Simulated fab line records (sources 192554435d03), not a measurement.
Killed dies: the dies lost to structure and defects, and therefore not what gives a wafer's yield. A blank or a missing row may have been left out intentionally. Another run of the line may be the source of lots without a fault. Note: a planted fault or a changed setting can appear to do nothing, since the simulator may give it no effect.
Chamber matching || flow n5_finfet || pecvd-03 running N5_FIN_SAQP_PECVD_48: 3 sister chambers
The step deposits SiNx from SiH4/NH3/N2, target thk 25 nm, time 22.1 s. 14 wafers are shown with their chamber, then 7 later ones without.

WAFERS, EACH WITH ITS CHAMBER
{"wafer": "L074.1", "chamber": 1, "throttle_valve_pct (%)": 42.5, "showerhead_plenum_p_Torr (Torr)": 5.07, "heater_power_w (W)": 833}
{"wafer": "L074.2", "chamber": 0, "throttle_valve_pct (%)": 38.0, "showerhead_plenum_p_Torr (Torr)": 5.08, "heater_power_w (W)": 938}
{"wafer": "L074.3", "chamber": 2, "throttle_valve_pct (%)": 41.2, "showerhead_plenum_p_Torr (Torr)": 5.16, "heater_power_w (W)": 724}
{"wafer": "L074.4", "chamber": 1, "throttle_valve_pct (%)": 42.3, "showerhead_plenum_p_Torr (Torr)": 5.06, "heater_power_w (W)": 814}
{"wafer": "L074.5", "chamber": 0, "throttle_valve_pct (%)": 38.1, "showerhead_plenum_p_Torr (Torr)": 5.08, "heater_power_w (W)": 915}
{"wafer": "L074.6", "chamber": 2, "throttle_valve_pct (%)": 41.2, "showerhead_plenum_p_Torr (Torr)": 5.16, "heater_power_w (W)": 751}
{"wafer": "L080.1", "chamber": 1, "throttle_valve_pct (%)": 42.4, "showerhead_plenum_p_Torr (Torr)": 5.06, "heater_power_w (W)": 790}
{"wafer": "L080.3", "chamber": 2, "throttle_valve_pct (%)": 41.2, "showerhead_plenum_p_Torr (Torr)": 5.16, "heater_power_w (W)": 766}
{"wafer": "L080.5", "chamber": 0, "throttle_valve_pct (%)": 38.1, "showerhead_plenum_p_Torr (Torr)": 5.08, "heater_power_w (W)": 846}
{"wafer": "L084.1", "chamber": 1, "throttle_valve_pct (%)": 42.4, "showerhead_plenum_p_Torr (Torr)": 5.05, "heater_power_w (W)": 790}
{"wafer": "L084.4", "chamber": 1, "throttle_valve_pct (%)": 42.3, "showerhead_plenum_p_Torr (Torr)": 5.06, "heater_power_w (W)": 785}
{"wafer": "L084.6", "chamber": 2, "throttle_valve_pct (%)": 41.6, "showerhead_plenum_p_Torr (Torr)": 5.15, "heater_power_w (W)": 733}
{"wafer": "L090.2", "chamber": 1, "throttle_valve_pct (%)": 42.4, "showerhead_plenum_p_Torr (Torr)": 5.06, "heater_power_w (W)": 778}
{"wafer": "L090.3", "chamber": 2, "throttle_valve_pct (%)": 41.6, "showerhead_plenum_p_Torr (Torr)": 5.17, "heater_power_w (W)": 665}

SIGNATURES (means of the wafers above)
{"reading": "throttle_valve_pct", "chamber 0": 38.067, "chamber 1": 42.383, "chamber 2": 41.360, "scatter within a chamber": 0.144}
{"reading": "showerhead_plenum_p_Torr", "chamber 0": 5.0800, "chamber 1": 5.0600, "chamber 2": 5.1600, "scatter within a chamber": 0.00603}
{"reading": "heater_power_w", "chamber 0": 899.67, "chamber 1": 798.33, "chamber 2": 727.80, "scatter within a chamber": 34}
Rule: distance of a wafer from a chamber = root of the sum over the readings of ((wafer's reading minus chamber's mean) / reading's scatter) squared. If the next closest chamber is less than 2 further off than the closest, the wafer can't be placed; otherwise it belongs to the closest. The scatter is the square root of a quotient: the sum, over the shown wafers, of each reading's squared deviation from its chamber's mean, divided by wafers minus chambers.

WAFERS WITH NO CHAMBER GIVEN
{"wafer": "L090.4", "throttle_valve_pct (%)": 38.4, "showerhead_plenum_p_Torr (Torr)": 5.08, "heater_power_w (W)": 805}
{"wafer": "L091.1", "throttle_valve_pct (%)": 38.1, "showerhead_plenum_p_Torr (Torr)": 5.09, "heater_power_w (W)": 863}
{"wafer": "L091.2", "throttle_valve_pct (%)": 42.3, "showerhead_plenum_p_Torr (Torr)": 5.06, "heater_power_w (W)": 711}
{"wafer": "L091.4", "throttle_valve_pct (%)": 42.4, "showerhead_plenum_p_Torr (Torr)": 5.06, "heater_power_w (W)": 699}
{"wafer": "L096.2", "throttle_valve_pct (%)": 42.4, "showerhead_plenum_p_Torr (Torr)": 5.06, "heater_power_w (W)": 812}
{"wafer": "L096.3", "throttle_valve_pct (%)": 42.1, "showerhead_plenum_p_Torr (Torr)": 5.07, "heater_power_w (W)": 809}
{"wafer": "L096.4", "throttle_valve_pct (%)": 38.2, "showerhead_plenum_p_Torr (Torr)": 5.09, "heater_power_w (W)": 848}

EACH ONE'S CHAMBER
{"wafer": "L090.4", "from the rows above": 0, "in truth": 0}
{"wafer": "L091.1", "from the rows above": 0, "in truth": 0}
{"wafer": "L091.2", "from the rows above": 1, "in truth": 1}
{"wafer": "L091.4", "from the rows above": 1, "in truth": 1}
{"wafer": "L096.2", "from the rows above": 1, "in truth": 1}
{"wafer": "L096.3", "from the rows above": 1, "in truth": 1}
{"wafer": "L096.4", "from the rows above": 0, "in truth": 0}
Correctly placed: 7 of 7. Can't be placed from these rows: 0. Placed wrongly: 0.
